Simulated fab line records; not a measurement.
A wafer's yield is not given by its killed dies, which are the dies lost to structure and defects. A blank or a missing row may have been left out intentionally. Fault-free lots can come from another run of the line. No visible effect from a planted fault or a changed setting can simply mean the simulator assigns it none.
Which tool is to blame? | flow n5Finfet | Sampling: 10 lots, 27 wafers, 5 of 1938 route steps

## WHAT THE GAUGES SHOWED, per wafer
N5_BEOL_M4_CD_MEAS_35: target cd 18 nm, target cd y 22.4 nm.
lot  | measured     | on       | cdNm (nm)
L363 | day 8 13:19  | cdSem-03 | 18.2 18.0 17.8
L366 | day 9 12:05  | cdSem-01 | 18.3 17.6
L367 | day 8 20:08  | cdSem-02 | 18.4 18.2
L368 | day 9 12:57  | cdSem-03 | 18.1 18.0 18.7
L370 | day 10 17:44 | cdSem-02 | 17.8 18.4 17.7
L371 | day 10 17:10 | cdSem-01 | 17.7 18.1 18.0
L372 | day 11 06:11 | cdSem-02 | 17.6 17.4 18.0
L374 | day 12 06:52 | cdSem-01 | 18.4 17.9
L376 | day 12 21:15 | cdSem-01 | 18.3 17.9 18.2
L377 | day 12 14:35 | cdSem-01 | 18.2 18.5 18.2

N5_BEOL_M4_RC_MEAS_101.
lot  | measured     | on        | CJ_P           | DIBL_N (mV/V)  | DIBL_P (mV/V)  | IOFF_N (nA/um) | IOFF_P (nA/um) | ION_N (uA/um) | ION_P (uA/um) | REXT_P (ohm.um)   | SS_N (mV/dec)  | SS_P (mV/dec)  | VT_N (mV)   | VT_P (mV)      | VT_P_LVT (mV)
L363 | day 8 17:50  | prober-01 | 5.71 5.69 5.57 | 37.7 36.6 37.5 | 37.9 37.3 37.5 | 0.21 0.18 0.19 | 0.25 0.23 0.23 | 689 679 683   | 467 465 461   | 101.6 100.8 101.4 | 72.5 71.9 72.7 | 74.7 74.8 73.5 | 244 248 246 | -249 -250 -251 | -95.1 -95.2 -96.8
L366 | day 9 16:39  | prober-01 | 6.02 5.94      | 32.0 36.2      | 31.3 37.0      | 0.11 0.19      | 0.16 0.25      | 660 694       | 462 475       | 99.5 99.7         | 70.6 71.7      | 72.4 73.5      | 256 246     | -253 -248      | -101.9 -96.0
L367 | day 9 01:02  | prober-01 | 5.98 5.48      | 34.2 34.4      | 34.7 34.6      | 0.15 0.15      | 0.20 0.20      | 675 676       | 464 471       | 99.7 99.0         | 70.5 70.9      | 72.9 73.6      | 249 250     | -249 -248      | -94.0 -93.5
L368 | day 9 17:25  | prober-02 | 5.57 5.35 5.78 | 38.1 35.4 39.0 | 38.5 33.8 39.9 | 0.20 0.14 0.22 | 0.25 0.18 0.28 | 687 670 688   | 464 456 473   | 103.6 105.1 102.3 | 71.9 71.4 72.3 | 73.6 72.7 74.6 | 246 251 245 | -249 -252 -248 | -96.5 -100.8 -95.1
L370 | day 10 22:04 | prober-02 | 6.02 5.71 5.95 | 34.9 35.3 34.3 | 34.9 33.9 33.7 | 0.15 0.15 0.14 | 0.20 0.19 0.19 | 681 666 667   | 470 458 469   | 101.1 102.9 102.2 | 71.3 71.8 71.0 | 73.2 72.7 72.7 | 247 249 250 | -250 -248 -253 | -99.1 -100.1 -99.3
L371 | day 10 21:35 | prober-01 | 5.87 5.49 6.18 | 36.3 36.0 35.0 | 34.0 33.9 32.9 | 0.13 0.13 0.12 | 0.17 0.16 0.16 | 664 671 658   | 456 453 458   | 97.4 97.8 96.2    | 70.8 70.9 71.3 | 72.6 73.0 72.2 | 253 252 256 | -258 -255 -256 | -101.4 -101.7 -100.9
L372 | day 11 09:53 | prober-01 | 5.82 5.93 5.78 | 38.7 37.5 36.0 | 38.9 38.0 35.6 | 0.20 0.18 0.14 | 0.23 0.21 0.17 | 692 691 664   | 470 467 457   | 98.2 98.2 98.9    | 72.4 72.1 71.6 | 74.4 73.2 73.2 | 244 249 254 | -250 -252 -256 | -97.5 -99.2 -101.8
L374 | day 12 10:33 | prober-02 | 6.00 6.18      | 35.0 35.8      | 34.6 35.2      | 0.12 0.13      | 0.17 0.18      | 667 664       | 456 452       | 100.7 102.4       | 71.5 71.1      | 72.6 72.2      | 256 254     | -254 -252      | -101.4 -100.7
L376 | day 13 01:29 | prober-01 | 3.39 3.68 3.51 | 37.5 38.6 37.2 | 34.1 37.0 35.1 | 0.16 0.19 0.16 | 0.12 0.16 0.13 | 668 682 672   | 400 402 405   | 109.8 106.6 109.4 | 72.7 71.7 72.5 | 72.9 73.0 72.7 | 253 247 254 | -267 -259 -261 | -109.9 -107.6 -110.7
L377 | day 12 18:41 | prober-02 | 3.19 3.87 3.87 | 39.9 35.5 37.2 | 38.5 32.8 34.6 | 0.25 0.16 0.18 | 0.20 0.13 0.16 | 707 663 674   | 414 407 418   | 108.5 109.7 107.1 | 72.9 71.0 72.1 | 74.8 73.1 73.9 | 245 251 249 | -256 -259 -257 | -102.0 -105.7 -105.4

## EACH LOT AND THE TOOL THAT RAN IT (in order: tool; ch and the chambers of the sampled wafers; start)
lot  | N5_SD_EPI_P_SD_RECESS_17       | N5_BEOL_M4_ETCH_41                           | N5_BEOL_M4_SURFACE_TREAT_85
L363 | rieSi-06 ch 0,1,2, day 3 09:09 | rieDiel-04 ch 1,3, day 8 13:19 or earlier    | pvdSputter-02, day 8 14:28
L366 | rieSi-01 ch 1,3, day 4 02:58   | rieDiel-01 ch 1,2, day 9 12:05 or earlier    | pvdSputter-03, day 9 13:29
L367 | rieSi-01 ch 3, day 4 05:51     | rieDiel-01 ch 1, day 8 20:08 or earlier      | pvdSputter-01, day 8 20:57
L368 | rieSi-01 ch 0,1,2, day 4 14:16 | rieDiel-03 ch 1,2, day 9 12:57 or earlier    | pvdSputter-03, day 9 13:46
L370 | rieSi-06 ch 2,3, day 5 02:05   | rieDiel-01 ch 0,2,3, day 10 17:44 or earlier | pvdSputter-01, day 10 18:32
L371 | rieSi-06 ch 0,1,3, day 5 10:11 | rieDiel-01 ch 1,3, day 10 17:10 or earlier   | pvdSputter-03, day 10 18:18
L372 | rieSi-02 ch 0,2, day 5 14:30   | rieDiel-01 ch 1,2, day 11 06:11 or earlier   | pvdSputter-01, day 11 06:38
L374 | rieSi-06 ch 0,1, day 6 02:29   | rieDiel-04 ch 0,3, day 12 06:52 or earlier   | pvdSputter-02, day 12 07:19
L376 | rieSi-06 ch 1,2, day 6 15:18   | rieDiel-04 ch 0,1, day 12 21:15 or earlier   | pvdSputter-03, day 12 22:14
L377 | rieSi-06 ch 1,2,3, day 6 21:06 | rieDiel-01 ch 1,2, day 12 14:35 or earlier   | pvdSputter-03, day 12 15:13
- N5_SD_EPI_P_SD_RECESS_17: chemistry HBr/Cl2/O2, target depth 39.1 nm, bt time 3 s.
- N5_BEOL_M4_ETCH_41: etches SiCN in CH3F/O2, target depth 29.9 nm, time 52.5 s.
- N5_BEOL_M4_SURFACE_TREAT_85

## WHAT THE TOOLS THEMSELVES READ (means of the sampled wafers that have a number; where no wafer has one, the mark that the record gives instead)
N5_SD_EPI_P_SD_RECESS_17.
lot  | tool     | drypumpMotorCurrentA (A) | oesProductAu (a.u.) | throttleValvePct (%)
L363 | rieSi-06 | 5.5                      | 1.022               | 37.16
L366 | rieSi-01 | 6.1                      | 1.001               | 37.10
L367 | rieSi-01 | 6.3                      | 0.994               | 37.09
L368 | rieSi-01 | 5.9                      | 0.995               | 37.13
L370 | rieSi-06 | 5.8                      | 1.005               | 36.78
L371 | rieSi-06 | 5.8                      | 1.006               | 36.85
L372 | rieSi-02 | 5.5                      | 1.003               | 37.06
L374 | rieSi-06 | 5.7                      | 1.003               | 36.96
L376 | rieSi-06 | 5.3                      | 1.016               | 37.14
L377 | rieSi-06 | 5.6                      | 1.013               | 36.97

N5_BEOL_M4_ETCH_41.
lot  | tool       | drypumpMotorCurrentA (A) | mfcArSccm (sccm) | oesProductAu (a.u.) | rfVppV (V) | showerheadPlenumPTorr (Torr) | throttleValvePct (%)
L363 | rieDiel-04 | 6.1                      | 149.9            | 0.91                | 298.7      | 2.07                         | 16.35
L366 | rieDiel-01 | 5.6                      | 150.2            | 0.80                | 295.1      | 1.97                         | 16.31
L367 | rieDiel-01 | 5.3                      | 150.1            | 0.94                | 297.0      | 2.05                         | 16.03
L368 | rieDiel-03 | 5.4                      | 150.4            | 0.84                | 298.2      | 2.06                         | 16.13
L370 | rieDiel-01 | 5.4                      | 150.0            | 0.91                | 299.0      | 2.05                         | 16.17
L371 | rieDiel-01 | 5.1                      | 150.1            | 0.89                | 298.2      | 2.04                         | 16.08
L372 | rieDiel-01 | 5.7                      | 150.7            | 0.94                | 299.8      | 2.11                         | 16.15
L374 | rieDiel-04 | 5.5                      | 149.9            | 0.88                | 297.6      | 2.04                         | 16.29
L376 | rieDiel-04 | 6.0                      | 150.5            | 0.85                | 295.9      | 1.96                         | 16.49
L377 | rieDiel-01 | 5.5                      | 149.9            | 0.89                | 297.9      | 2.07                         | 16.13

## THE ANSWER, worked out from the rows above alone
Rule: the lots themselves supply what counts as usual. The widest of any qualifying gaps counts: lots, ordered by their means at a reading, are off when they make up no more than a third of the lots, leave a main group of 4 or more, and stand apart from it by 3 or more times the standard deviation of that group's means. Not used: any main group whose means are identical at the precision the tables above print for the reading. Also off: a lot with no number at a reading for which 4 or more lots have one. Any other lot the step has rows for is counted as sound. Order of review: gauges by route order, followed by the tools' own readings, for which a lot's mean as printed above is used. At the first step where some lot is off, the reading lying furthest off is the one used; lots without a number count as furthest.
Off: at N5_BEOL_M4_RC_MEAS_101 (CJ_P), L376, L377. Mean 5.83 and standard deviation 0.16 in the main group.
A tool fits if, at a process step before that reading, it ran every lot that is off, and no sound lot after the first of them. Gauges at N5_BEOL_M4_RC_MEAS_101: tried the same way as those tools. N5_BEOL_M4_ETCH_41: start missing for some lots; hours and lot order therefore follow N5_BEOL_M4_CD_MEAS_35. This does not decide it: 2 tools fit, namely rieSi-06 at N5_SD_EPI_P_SD_RECESS_17 and pvdSputter-03 at N5_BEOL_M4_SURFACE_TREAT_85.

## WHAT WAS PUT IN BY THE SIMULATOR
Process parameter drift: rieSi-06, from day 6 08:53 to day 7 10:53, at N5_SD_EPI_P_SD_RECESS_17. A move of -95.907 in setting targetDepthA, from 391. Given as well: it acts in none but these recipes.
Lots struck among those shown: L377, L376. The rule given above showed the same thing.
